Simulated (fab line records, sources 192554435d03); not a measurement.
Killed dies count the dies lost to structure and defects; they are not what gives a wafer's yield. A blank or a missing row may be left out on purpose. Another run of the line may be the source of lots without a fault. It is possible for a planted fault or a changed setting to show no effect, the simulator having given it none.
Split-lot study + flow n5-finfet + on a route of 1938 steps: 7 lots, 39 wafers read

ON THE SPLIT
At N5_SD_EPI_N_EXPOSE_06 (exposes mask SD N BLK, target cd 120 nm), the setting dose-mj was moved away from the recipe's 39.75 on 12 of the 39 wafers read, by -5.2% to +7.0%. For the rest of the wafers, this setting stayed at what the recipe calls for.

FROM THE SPLIT TO THE READING: what the file shows between them, 2 steps
- N5_SD_EPI_N_PEB_07: peb time 60 s
- N5_SD_EPI_N_DEVELOP_08: develop time 30 s

THE READING
Shown in nm: cd-nm at N5_SD_EPI_N_CD_MEAS_09, with target cd 120 nm. Fault-free wafers of this fab line usually give 119.7 nm, standard deviation 0.72 nm.

| wafer  | tool, chamber at the split | dose-mj as run | against the recipe | cd-nm, nm | against lot-mates on the recipe |
|--------|----------------------------|----------------|--------------------|-----------|---------------------------------|
| L075.3 | arfi-scanner-03, 0         | 39.75          | recipe             | 118.6     | -                               |
| L075.4 | arfi-scanner-03, 0         | 39.75          | recipe             | 118.3     | -                               |
| L075.6 | arfi-scanner-03, 0         | 39.75          | recipe             | 118.8     | -                               |
| L076.1 | arfi-scanner-02, 0         | 39.75          | recipe             | 119.7     | -                               |
| L076.2 | arfi-scanner-02, 0         | 39.75          | recipe             | 119.4     | -                               |
| L076.3 | arfi-scanner-02, 0         | 39.75          | recipe             | 119.3     | -                               |
| L076.4 | arfi-scanner-02, 0         | 39.75          | recipe             | 118.9     | -                               |
| L076.5 | arfi-scanner-02, 0         | 39.75          | recipe             | 118.6     | -                               |
| L076.6 | arfi-scanner-02, 0         | 39.75          | recipe             | 119.5     | -                               |
| L078.1 | arfi-scanner-02, 0         | 41.6           | +4.7%              | 123.4     | +3.2                            |
| L078.2 | arfi-scanner-02, 0         | 39.75          | recipe             | 120.8     | -                               |
| L078.3 | arfi-scanner-02, 0         | 39.75          | recipe             | 120.2     | -                               |
| L078.4 | arfi-scanner-02, 0         | 39.75          | recipe             | 119.7     | -                               |
| L078.5 | arfi-scanner-02, 0         | 41.6           | +4.7%              | 122.2     | +2.0                            |
| L078.6 | arfi-scanner-02, 0         | 41.6           | +4.7%              | 123.6     | +3.4                            |
| L080.1 | arfi-scanner-01, 0         | 39.75          | recipe             | 118.5     | -                               |
| L080.2 | arfi-scanner-01, 0         | 39.75          | recipe             | 119.5     | -                               |
| L080.3 | arfi-scanner-01, 0         | 39.75          | recipe             | 119.1     | -                               |
| L080.4 | arfi-scanner-01, 0         | 39.75          | recipe             | 119.3     | -                               |
| L080.5 | arfi-scanner-01, 0         | 39.75          | recipe             | 118.6     | -                               |
| L080.6 | arfi-scanner-01, 0         | 39.75          | recipe             | 118.9     | -                               |
| L084.1 | arfi-scanner-02, 0         | 39.75          | recipe             | 119.7     | -                               |
| L084.2 | arfi-scanner-02, 0         | 39.75          | recipe             | 119.6     | -                               |
| L084.3 | arfi-scanner-02, 0         | 39.75          | recipe             | 121.3     | -                               |
| L084.4 | arfi-scanner-02, 0         | 42.53          | +7.0%              | 125.0     | +4.8                            |
| L084.5 | arfi-scanner-02, 0         | 42.53          | +7.0%              | 124.7     | +4.5                            |
| L084.6 | arfi-scanner-02, 0         | 42.53          | +7.0%              | 124.4     | +4.2                            |
| L090.1 | arfi-scanner-02, 0         | 39.75          | recipe             | 120.0     | -                               |
| L090.2 | arfi-scanner-02, 0         | 37.67          | -5.2%              | 117.2     | -3.0                            |
| L090.3 | arfi-scanner-02, 0         | 37.67          | -5.2%              | 116.0     | -4.2                            |
| L090.4 | arfi-scanner-02, 0         | 37.67          | -5.2%              | 116.7     | -3.5                            |
| L090.5 | arfi-scanner-02, 0         | 39.75          | recipe             | 120.6     | -                               |
| L090.6 | arfi-scanner-02, 0         | 39.75          | recipe             | 120.0     | -                               |
| L093.1 | arfi-scanner-02, 0         | 39.75          | recipe             | 119.3     | -                               |
| L093.2 | arfi-scanner-02, 0         | 41.66          | +4.8%              | 122.5     | +2.9                            |
| L093.3 | arfi-scanner-02, 0         | 41.66          | +4.8%              | 123.0     | +3.4                            |
| L093.4 | arfi-scanner-02, 0         | 39.75          | recipe             | 119.6     | -                               |
| L093.5 | arfi-scanner-02, 0         | 41.66          | +4.8%              | 123.5     | +3.9                            |
| L093.6 | arfi-scanner-02, 0         | 39.75          | recipe             | 120.0     | -                               |

THE FIT
A straight line over all 39 wafers: cd-nm changes by +0.69 nm for each +1% of dose-mj; r = +0.95; the points scatter about the line by 0.71 nm.
The same after taking each lot's own level away (the mean of its wafers on the recipe; 39 wafers): +0.659 nm for each +1%; r = +0.97; scatter 0.45 nm.
On that fit, the largest move of dose-mj shifts the reading by 4.6 nm.
The span of the lots' own levels, 118.57 to 120.23 nm, comes to 2.3 times the standard deviation stated above.
Hence the lot-to-lot level has little effect on the slope; both slopes agree.
Check: with one of the wafers moved furthest among these (+7.0%) left out of the fit, the line predicts +4.55 nm for it against its lot-mates. Against them it came out at +4.8 nm.

OTHER SPLITS ON THESE WAFERS
Note: prior to the reading, these wafers also went through further splits. Each is held against what the fit with the lots' levels taken away leaves over:
| other split on the same wafers | wafers away from the commonest value | r with cd-nm (lot level and that fit taken away) |
|--------------------------------|--------------------------------------|--------------------------------------------------|
| N5_FIN_SAQP_ETCH_52 source-w   | 9                                    | -0.13                                            |
| N5_FIN_SAQP_ETCH_65 time-s     | 15                                   | +0.10                                            |
| N5_DUMMY_GATE_ETCH_37 source-w | 12                                   | +0.06                                            |
| N5_DUMMY_GATE_ETCH_32 time-s   | 12                                   | +0.15                                            |

THE WHOLE CHAIN: every reading that the file lists as answering this split, in the file's order
| step                   | what it does                                           | reading                                                         | change (the file's fit)               | r (the file's) |
|------------------------|--------------------------------------------------------|-----------------------------------------------------------------|---------------------------------------|----------------|
| N5_SD_EPI_N_CD_MEAS_09 | target cd 120 nm                                       | cd-nm                                                           | +0.656 nm for each +1% of the setting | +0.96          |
| N5_SD_EPI_N_DESCUM_14  | chemistry O2, time 7.9 s                               | SD_EPI_N.cd-nm (the simulator's own value, which no gauge read) | +0.636 nm for each +1% of the setting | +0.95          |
| N5_SD_EPI_N_ETCH_34    | etches SiARC in CF4, target depth 45.5 nm, time 75.8 s | SD_EPI_N.cd-nm (the simulator's own value, which no gauge read) | +0.646 nm for each +1% of the setting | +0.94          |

FILE'S OWN FIT
cd-nm changes by +0.656 nm for each +1% of dose-mj, r = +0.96.
